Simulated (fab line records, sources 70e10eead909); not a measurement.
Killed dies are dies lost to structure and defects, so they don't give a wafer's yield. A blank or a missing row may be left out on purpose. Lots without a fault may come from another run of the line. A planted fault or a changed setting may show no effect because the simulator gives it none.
fab line records | flow nand_harc
record lots=6 wafers=17 last_day=24
route steps=1159 shown A_ONON_D1@426
lots that met no fault: from a run of the same line without faults
start_h: hours from the record's first day to the start of the lot's first wafer shown | wait_h: hours since the lot's step before | " the same as in the row above | L1.1+2: a row that stands for several wafers | - no value, or no start given | * or withheld: withheld | < > ~ a bound
route shown NAME@n: a module of which the file shows steps, and the number in the route of the first | usual: mean/standard deviation of fault-free wafers | same: alike in all rows | chamber/n: place in a boat | sites: the reading at each site | _std_site: their standard deviation | _edge_site: outer sites' mean less inner sites' | radius_mm: how far each site lies from the wafer's centre | mask NAME#n: copy n | behind: the tool/chamber that last shaped the wafer | hold: why the lot was held/for how many hours/how that ended | device: the transistor (n, p or np) that didn't switch | end of line: the same wafers' tests at the end of the route | a step without rows: its recipe alone | killed: dies lost to structure and defects at the first sort, not the wafer's yield | map: a wafer's dies, x killed, . not, _ none there
set.NAME: the setting as run; set.NAME@STEP: as run at that earlier step | model.NAME: the simulator's own value behind a step, which no gauge read
lots at some steps of the route; a table a step, a row a wafer
services: from which hour (start_h, from the record's first day; less than 0 if before it) a tool's chamber was out of use, for how many hours, and why
## steps
# step NHARC_A_ONON_D1_DEP_03
# recipe target_thk_a=10000 n2_flow_sccm=2750 n2o_flow_sccm=2000 nh3_flow_sccm=500 sih4_flow_sccm=210 temp_c=400
# step NHARC_A_ONON_D1_THK_MEAS_05
# recipe thk_meas_gauge=ellipsometry
# usual thk_nm=1005/11
# columns lot.wafer tool chamber start_h wait_h thk_nm
L863.1 film_metro-01 - 180.02 - 1004
L863.6 " - " " 1005
L866.2 film_metro-02 - 212.73 - 1009
L866.4 " - " " 1012
L866.5 " - " " 1009
L875.3 film_metro-02 - 252.10 - 1006
L875.4 " - " " 1006
L875.5 " - " " 1007
L879.4 film_metro-01 - 271.21 - 979
L879.5 " - " " 979
L879.6 " - " " 978
L877.1 film_metro-02 - 271.23 - 1015
L877.2 " - " " 1015
L877.3 " - " " 1015
L881.1 film_metro-01 - 281.21 - 1008
L881.5 " - " " 1009
L881.6 " - " " 1010
# step NHARC_A_ONON_D1_DEP_06
# recipe target_thk_a=10000 n2_flow_sccm=2750 n2o_flow_sccm=2000 nh3_flow_sccm=500 sih4_flow_sccm=210 temp_c=400
# step NHARC_A_ONON_D1_THK_MEAS_08
# recipe thk_meas_gauge=ellipsometry
# usual thk_nm=1000/8.4
# columns lot.wafer tool chamber start_h wait_h thk_nm
L863.1 film_metro-01 - 180.59 - 986
L863.6 " - " " 986
L866.2 film_metro-02 - 213.30 - 1001
L866.4 " - " " 1004
L866.5 " - " " 1000
L875.3 film_metro-01 - 252.67 - 1011
L875.4 " - " " 1011
L875.5 " - " " 1009
L879.4 film_metro-02 - 271.78 - 1006
L879.5 " - " " 1007
L879.6 " - " " 1004
L877.1 film_metro-02 - 271.80 - 995
L877.2 " - " " 996
L877.3 " - " " 995
L881.1 film_metro-01 - 281.90 - 990
L881.5 " - " " 990
L881.6 " - " " 990
# step NHARC_A_ONON_D1_DEP_09
# recipe target_thk_a=10000 n2_flow_sccm=2750 n2o_flow_sccm=2000 nh3_flow_sccm=500 sih4_flow_sccm=210 temp_c=400
# step NHARC_A_ONON_D1_THK_MEAS_11
# recipe thk_meas_gauge=ellipsometry
# usual thk_nm=997/11
# columns lot.wafer tool chamber start_h wait_h thk_nm
L863.1 film_metro-01 - 181.17 - 994
L863.6 " - " " 993
L866.2 film_metro-01 - 213.86 - 995
L866.4 " - " " 996
L866.5 " - " " 994
L875.3 film_metro-02 - 253.24 - 998
L875.4 " - " " 1001
L875.5 " - " " 999
L879.4 film_metro-01 - 272.34 - 1003
L879.5 " - " " 1004
L879.6 " - " " 1003
L877.1 film_metro-02 - 272.48 - 986
L877.2 " - " " 986
L877.3 " - " " 985
L881.1 film_metro-02 - 282.48 - 974
L881.5 " - " " 975
L881.6 " - " " 975
# step NHARC_A_ONON_D1_DEP_12
# recipe target_thk_a=10000 n2_flow_sccm=2750 n2o_flow_sccm=2000 nh3_flow_sccm=500 sih4_flow_sccm=210 temp_c=400
# step NHARC_A_ONON_D1_THK_MEAS_14
# recipe thk_meas_gauge=ellipsometry
# usual thk_nm=995/13
# columns lot.wafer tool chamber start_h wait_h thk_nm
L863.1 film_metro-02 - 181.78 - 994
L863.6 " - " " 994
L866.2 film_metro-02 - 214.43 - 988
L866.4 " - " " 989
L866.5 " - " " 990
L875.3 film_metro-02 - 253.81 - 1009
L875.4 " - " " 1011
L875.5 " - " " 1010
L879.4 film_metro-02 - 272.91 - 980
L879.5 " - " " 980
L879.6 " - " " 980
L877.1 film_metro-02 - 273.05 - 986
L877.2 " - " " 987
L877.3 " - " " 985
L881.1 film_metro-01 - 283.04 - 968
L881.5 " - " " 970
L881.6 " - " " 970
# step NHARC_A_ONON_D1_ANNEAL_15
# recipe temp_c=750 time_s=3600
# step NHARC_A_ONON_D1_DEP_16
# recipe target_thk_a=10000 n2_flow_sccm=2750 n2o_flow_sccm=2000 nh3_flow_sccm=500 sih4_flow_sccm=210 temp_c=400
# step NHARC_A_ONON_D1_THK_MEAS_18
# recipe thk_meas_gauge=ellipsometry
# usual thk_nm=1000/11
# columns lot.wafer tool chamber start_h wait_h thk_nm
L863.1 film_metro-02 - 188.97 - 990
L863.6 " - " " 993
L866.2 film_metro-02 - 221.52 - 987
L866.4 " - " " 986
L866.5 " - " " 987
L875.3 film_metro-01 - 262.31 - 1007
L875.4 " - " " 1005
L875.5 " - " " 1007
L877.1 film_metro-02 - 280.50 - 994
L877.2 " - " " 994
L877.3 " - " " 994
L879.4 film_metro-01 - 280.51 - 1020
L879.5 " - " " 1019
L879.6 " - " " 1020
L881.1 film_metro-02 - 290.15 - 999
L881.5 " - " " 1000
L881.6 " - " " 1000
# step NHARC_A_ONON_D1_DEP_19
# recipe target_thk_a=10000 n2_flow_sccm=2750 n2o_flow_sccm=2000 nh3_flow_sccm=500 sih4_flow_sccm=210 temp_c=400
# columns lot.wafer tool chamber start_h wait_h
L863.1+6 pecvd_onon-02 0 189.03 0.1
L866.2+4+5 pecvd_onon-02 0 221.64 0.1
L875.3+4+5 pecvd_onon-03 0 262.48 0.2
L877.1+2+3 pecvd_onon-01 0 280.56 0.1
L879.4+5+6 pecvd_onon-02 0 280.87 0.4
L881.1+5+6 pecvd_onon-02 0 290.20 0.1
# step NHARC_A_ONON_D1_THK_MEAS_21
# recipe thk_meas_gauge=ellipsometry
# usual thk_nm=1000/11
# columns lot.wafer tool chamber start_h wait_h thk_nm
L863.1 film_metro-02 - 189.56 - 942
L863.6 " - " " 1020
L866.2 film_metro-02 - 222.09 - 990
L866.4 " - " " 990
L866.5 " - " " 912
L875.3 film_metro-01 - 262.88 - 975
L875.4 " - " " 975
L875.5 " - " " 974
L877.1 film_metro-01 - 281.07 - 988
L877.2 " - " " 987
L877.3 " - " " 988
L879.4 film_metro-02 - 281.21 - 1010
L879.5 " - " " 1011
L879.6 " - " " 1012
L881.1 film_metro-01 - 290.71 - 995
L881.5 " - " " 994
L881.6 " - " " 995
# step NHARC_A_ONON_D1_DEP_22
# recipe target_thk_a=10000 n2_flow_sccm=2750 n2o_flow_sccm=2000 nh3_flow_sccm=500 sih4_flow_sccm=210 temp_c=400
## services
# columns tool chamber start_h hours kind
pecvd_onon-01 - 195.00 13.0 pm
## key
first_sign step=NHARC_A_ONON_D1_THK_MEAS_21 reading=thk_nm direction=down sigmas=6.8 usual=1000 struck=927
effect none on later readings
met_at NHARC_A_ONON_D1_DEP_19
struck_wafers L863.1,L866.5
later_rows_left_out L863.1,L866.5
sort_left_out L863.1,L866.5
tester_left_out L863,L866
fault kind=process_parameter_drift tool=pecvd_onon-02 chamber=- onset_h=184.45 steps=NHARC_A_ONON_D1_DEP_19 channel=target_thk_a offset=* shape=step end_h=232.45 scope=struck_wafers_only acts_in=* stated=*
# tester_left_out: of these lots the tester's yield and bins aren't shown, on N5 and GAA mostly nor the transistor test; their killed dies are dies lost to structure and defects alone, not to doping, threshold or leakage, so they don't give the yield
# sort_left_out: the simulated sort isn't trusted on such a fault, so these wafers' sort isn't shown, and their yield isn't known
# later_rows_left_out: the simulator's readings of these wafers behind a module that went badly wrong aren't trusted and aren't shown, but for the sort
